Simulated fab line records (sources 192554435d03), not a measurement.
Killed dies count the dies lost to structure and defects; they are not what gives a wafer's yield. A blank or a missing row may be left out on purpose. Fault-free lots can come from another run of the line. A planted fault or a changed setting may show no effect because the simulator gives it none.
Split-lot study    flow n5_finfet    39 wafers read across 7 lots, on a route 1938 steps long

== THE SPLIT ITSELF ==
At N5_FIN_SAQP_HM_DEP_03 (deposits SiNx from SiH4/NH3/N2, target thk 38 nm, time 33.6 s), the setting target_thk_a was moved away from the recipe's 380 angstrom on 18 of the 39 wafers read, by -42.5% to +37.1%. For the rest of the wafers, this setting stayed at what the recipe calls for.

== FROM THE SPLIT TO THE READING: what the file shows between them, 4 steps ==
- N5_FIN_SAQP_THK_MEAS_05
- N5_FIN_SAQP_PECVD_47: deposits a-Si from SiH4/He, target thk 45 nm, time 36.3 s
- N5_FIN_SAQP_PECVD_48: deposits SiNx from SiH4/NH3/N2, target thk 25 nm, time 22.1 s
- N5_FIN_SAQP_MANDREL2_REMOVE_60: chemistry HBr/Cl2/O2, target a-Si, stops on SiNx, bt time 10 s

== THE READING ==
etch.depth_nm (the simulator's own value, which no gauge read), in nm, at N5_FIN_SAQP_HM_OPEN_33 (chemistry CH3F/O2, target SiNx, target depth 49.4 nm, time 70.6 s). No usual value for it is given in the file. The 21 wafers here that ran the recipe average 37.46 nm, standard deviation 0.49 nm.

wafer   tool, chamber at the split  target_thk_a as run, angstrom  against the recipe  etch.depth_nm, nm  against lot-mates on the recipe
L074.1  pecvd-04, 2                 380                            recipe              37.23              -
L074.2  pecvd-04, 1                 380                            recipe              36.84              -
L074.3  pecvd-04, 0                 521                            +37.1%              51.13              +13.71
L074.4  pecvd-04, 2                 521                            +37.1%              51.89              +14.47
L074.5  pecvd-04, 1                 521                            +37.1%              52.27              +14.85
L074.6  pecvd-04, 0                 380                            recipe              38.18              -
L075.1  pecvd-01, 0                 296.2                          -22.1%              28.7               -9.10
L075.2  pecvd-01, 1                 380                            recipe              37.54              -
L075.3  pecvd-01, 2                 380                            recipe              37.87              -
L075.4  pecvd-01, 2                 380                            recipe              38                 -
L075.5  pecvd-01, 0                 296.2                          -22.1%              29.79              -8.01
L075.6  pecvd-01, 1                 296.2                          -22.1%              29.85              -7.95
L083.1  pecvd-02, 1                 380                            recipe              36.56              -
L083.5  pecvd-02, 0                 380                            recipe              37.21              -
L083.6  pecvd-02, 1                 380                            recipe              37.64              -
L085.1  pecvd-02, 1                 474.8                          +24.9%              46.44              +9.32
L085.2  pecvd-02, 2                 380                            recipe              37                 -
L085.3  pecvd-02, 0                 380                            recipe              37.23              -
L085.4  pecvd-02, 0                 380                            recipe              37.12              -
L085.5  pecvd-02, 2                 474.8                          +24.9%              46.97              +9.85
L085.6  pecvd-02, 1                 474.8                          +24.9%              47.8               +10.68
L086.1  pecvd-04, 1                 218.6                          -42.5%              21.58              -16.61
L086.2  pecvd-04, 2                 218.6                          -42.5%              21.6               -16.59
L086.3  pecvd-04, 0                 218.6                          -42.5%              21.97              -16.22
L086.4  pecvd-04, 0                 380                            recipe              38.19              -
L086.5  pecvd-04, 2                 380                            recipe              38.23              -
L086.6  pecvd-04, 1                 380                            recipe              38.14              -
L088.1  pecvd-02, 1                 380                            recipe              37.5               -
L088.2  pecvd-02, 0                 494.6                          +30.2%              47.79              +10.69
L088.3  pecvd-02, 2                 494.6                          +30.2%              48.75              +11.65
L088.4  pecvd-02, 1                 380                            recipe              36.93              -
L088.5  pecvd-02, 2                 494.6                          +30.2%              49.34              +12.24
L088.6  pecvd-02, 0                 380                            recipe              36.88              -
L096.1  pecvd-02, 2                 380                            recipe              37.28              -
L096.2  pecvd-02, 0                 380                            recipe              37.52              -
L096.3  pecvd-02, 1                 460.1                          +21.1%              45.21              +7.75
L096.4  pecvd-02, 2                 460.1                          +21.1%              46.17              +8.71
L096.5  pecvd-02, 1                 460.1                          +21.1%              45.97              +8.51
L096.6  pecvd-02, 0                 380                            recipe              37.59              -

THE FIT
A straight line over all 39 wafers: etch.depth_nm changes by +0.376 nm for each +1% of target_thk_a; r = +1.00; the points scatter about the line by 0.53 nm.
The same after taking each lot's own level away (the mean of its wafers on the recipe; 39 wafers): +0.387 nm for each +1%; r = +1.00; scatter 0.43 nm.
Per that fit: largest target_thk_a move, reading shift of 16 nm.
From 37.103 to 38.187 nm: that is the span of the lots' own levels, equal to 2.2 times the standard deviation above.
So the lot-to-lot level changes the slope little: the two slopes agree.
Check: with one of the wafers moved furthest among these (-42.5%) left out of the fit, the line predicts -16.4 nm for it against its lot-mates. It came out at -16.6 nm against them.

== OTHER SPLITS ON THESE WAFERS ==
These wafers also went through other splits before the reading. Each is held against what the fit with the lots' levels taken away leaves over:
other split on the same wafers  wafers away from the commonest value  r with etch.depth_nm (lot level and that fit taken away)
N5_ZERO_LAYER_PECVD_02 time_s   12                                    -0.08

== THE WHOLE CHAIN: every reading that the file lists as answering this split, in the file's order ==
step                     what it does                                                       reading                                                                             change (the file's fit)                r (the file's)
N5_FIN_SAQP_HM_DEP_03    deposits SiNx from SiH4/NH3/N2, target thk 38 nm, time 33.6 s      SiNx_of_FIN_SAQP_HM_DEP_03.thk_nm (the simulator's own value, which no gauge read)  +0.387 nm for each +1% of the setting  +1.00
N5_FIN_SAQP_THK_MEAS_05                                                                     thk_nm                                                                              withheld for each +1% of the setting   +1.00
N5_FIN_SAQP_HM_OPEN_33   chemistry CH3F/O2, target SiNx, target depth 49.4 nm, time 70.6 s  etch_rf_on_time_s                                                                   withheld for each +1% of the setting   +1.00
N5_FIN_SAQP_HM_OPEN_33   chemistry CH3F/O2, target SiNx, target depth 49.4 nm, time 70.6 s  etch.depth_nm (the simulator's own value, which no gauge read)                      +0.388 nm for each +1% of the setting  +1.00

== THE FILE'S OWN FIT ==
etch.depth_nm changes by +0.388 nm for each +1% of target_thk_a, r = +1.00.
